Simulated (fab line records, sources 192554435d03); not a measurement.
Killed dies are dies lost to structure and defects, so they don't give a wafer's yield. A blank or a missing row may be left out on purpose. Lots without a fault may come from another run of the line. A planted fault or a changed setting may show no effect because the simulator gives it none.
One fault seen from 2 desks | flow n5_finfet | each desk has only its own numbers; what lay behind them comes last

THE METROLOGY DESK
What the gauges read, lot by lot, whatever tool the lot ran on: means of the sampled wafers that have a number. A lot is out of limits, marked OUT, if its mean lies more than 4 standard deviations from the usual mean; the brackets give that distance. Of its 11 readings 7 are shown: the one that was out of limits first, and those that lie furthest out on some lot.
Columns: A = cd_nm at N5_FIN_CUT_CD_MEAS_08, usual 29.11 nm; B = DIBL_N at N5_BEOL_M4_RC_MEAS_101, usual 35.9 mV/V; C = DIBL_P at N5_BEOL_M4_RC_MEAS_101, usual 36.2 mV/V; D = IOFF_N at N5_BEOL_M4_RC_MEAS_101, usual 0.16 nA/um; E = ION_N at N5_BEOL_M4_RC_MEAS_101, usual 676 uA/um; F = SS_P at N5_BEOL_M4_RC_MEAS_101, usual 73.2 mV/dec; G = VT_N at N5_BEOL_M4_RC_MEAS_101, usual 250 mV
lot  | first seen here | A                | B    | C    | D    | E   | F    | G
L569 | day 2 03:15     | 29.02            | 35.9 | 36.0 | 0.15 | 680 | 72.9 | 252
L572 | day 2 20:36     | 28.89            | 32.1 | 33.1 | 0.11 | 658 | 71.9 | 255
L573 | day 3 03:13     | 29.07            | 35.9 | 35.4 | 0.16 | 677 | 73.6 | 249
L574 | day 3 09:17     | 28.98            | 35.3 | 36.0 | 0.14 | 667 | 73.6 | 251
L579 | day 4 17:41     | 27.40 (-7.1) OUT | 37.4 | 36.9 | 0.16 | 671 | 73.2 | 251
L581 | day 5 05:59     | 27.73 (-5.8) OUT | 34.4 | 35.0 | 0.15 | 671 | 73.7 | 251
L582 | day 5 13:24     | 29.16            | 33.5 | 34.7 | 0.13 | 670 | 72.8 | 251
L586 | day 6 10:36     | 29.40            | 37.6 | 38.5 | 0.21 | 690 | 74.3 | 245
L587 | day 6 16:38     | 29.14            | 38.5 | 38.9 | 0.19 | 683 | 74.3 | 247
This desk's finding: out of limits on L579, L581; first on L579, day 4 17:41 (cd_nm at N5_FIN_CUT_CD_MEAS_08). In limits: L569, L572, L573, L574, L582, L586, L587.

THE TOOL OWNER'S DESK: euv_scanner-02
The tool's own readings at N5_FIN_CUT_EXPOSE_05 (exposes mask FIN CUT): means of the sampled wafers that have a number, for each lot that ran on this tool. A lot is out of limits, marked OUT, if its mean lies more than 4 standard deviations from the usual mean; the brackets give that distance.
Columns: A = exposure_dose_mJ_cm2 at N5_FIN_CUT_EXPOSE_05, usual 45.8
lot  | first seen here | A
L569 | day 2 03:07     | 45.6
L573 | day 3 03:05     | 45.6
L574 | day 3 09:09     | 45.6
L579 | day 4 17:33     | 41.8 (-12) OUT
L581 | day 5 05:51     | 42.5 (-10) OUT
This desk's finding: out of limits on L579, L581; first on L579, day 4 17:33 (exposure_dose_mJ_cm2 at N5_FIN_CUT_EXPOSE_05). In limits: L569, L573, L574.

PUT TOGETHER
The tool owner's desk could have raised an alarm at day 4 17:33, on L579, L581.
The metrology desk could have raised an alarm at day 4 17:41, on L579, L581.
Of the lots named, all ran N5_FIN_CUT_EXPOSE_05 on euv_scanner-02.

WHAT THE SIMULATOR HAD PUT IN
Process parameter drift: euv_scanner-02, from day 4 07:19 on, at N5_FIN_CUT_EXPOSE_05. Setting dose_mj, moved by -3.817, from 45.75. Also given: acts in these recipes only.
Lots struck among those shown: L579, L581.
Hours from the fault's start to each desk's first reading out of limits: the tool owner's desk, 10; the metrology desk, 10.
